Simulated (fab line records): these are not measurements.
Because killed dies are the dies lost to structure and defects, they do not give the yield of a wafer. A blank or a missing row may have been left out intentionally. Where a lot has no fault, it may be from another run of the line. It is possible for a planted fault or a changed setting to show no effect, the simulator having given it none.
Which of the tools did it? + flow nandHarc + 6 lots with 18 wafers sampled at 2 steps, on a route of 1159 steps

## WHAT THE GAUGES READ, wafer by wafer
NHARC_P_STI_OCD_MEAS_17.
| lot  | measured    | on     | trenchFootCdNm (nm) |
|------|-------------|--------|---------------------|
| L399 | day 2 22:45 | ocd-02 | 158.8 155.3 157.5   |
| L404 | day 4 05:26 | ocd-02 | 160.4 158.6 157.3   |
| L412 | day 6 12:34 | ocd-02 | - - -               |
| L416 | day 7 05:52 | ocd-02 | 157.4 157.9 158.4   |
| L418 | day 7 17:53 | ocd-01 | 160.5 155.8 159.3   |
| L420 | day 8 07:12 | ocd-02 | 153.8 155.2 158.2   |

## WHAT TOOL EACH LOT RAN ON (gives the tool, then ch and the chambers of the sampled wafers, and finally the start)
| lot  | NHARC_P_STI_ETCH_15            |
|------|--------------------------------|
| L399 | rieSi-02 ch 1,2, day 2 22:31   |
| L404 | rieSi-03 ch 1,2, day 4 05:11   |
| L412 | rieSi-02 ch 1,3, day 6 12:19   |
| L416 | rieSi-03 ch 0,1,3, day 7 05:38 |
| L418 | rieSi-04 ch 0,1,2, day 7 17:38 |
| L420 | rieSi-02 ch 0,2, day 8 06:55   |
- NHARC_P_STI_ETCH_15: etches the open film in HBr/Cl2, target depth 300 nm, time 100.1 s.

## THE ANSWER, worked out from the rows above alone
Rule: the usual values come from the lots themselves. The widest of any qualifying gaps counts: lots, ordered by their means at a reading, are off when they make up no more than a third of the lots, leave a main group of 4 or more, and stand apart from it by 3 or more times the standard deviation of that group's means. The tables above print the reading to a certain number of digits; a main group whose means all agree to those digits is not used. A lot without any number at a reading at which 4 lots or more have one is off too. All remaining lots with rows at the step are treated as sound.
Off at NHARC_P_STI_OCD_MEAS_17 (trenchFootCdNm): L412. Without a number there: L412. The main group: mean 157.6 nm, standard deviation 1.1.
A tool fits if, at a process step before that reading, it ran every lot that is off, and no sound lot after the first of them. Those tools and the gauges at NHARC_P_STI_OCD_MEAS_17 are tried in the same way. Not one of the candidates tried fits.

## WHAT WAS PUT IN BY THE SIMULATOR
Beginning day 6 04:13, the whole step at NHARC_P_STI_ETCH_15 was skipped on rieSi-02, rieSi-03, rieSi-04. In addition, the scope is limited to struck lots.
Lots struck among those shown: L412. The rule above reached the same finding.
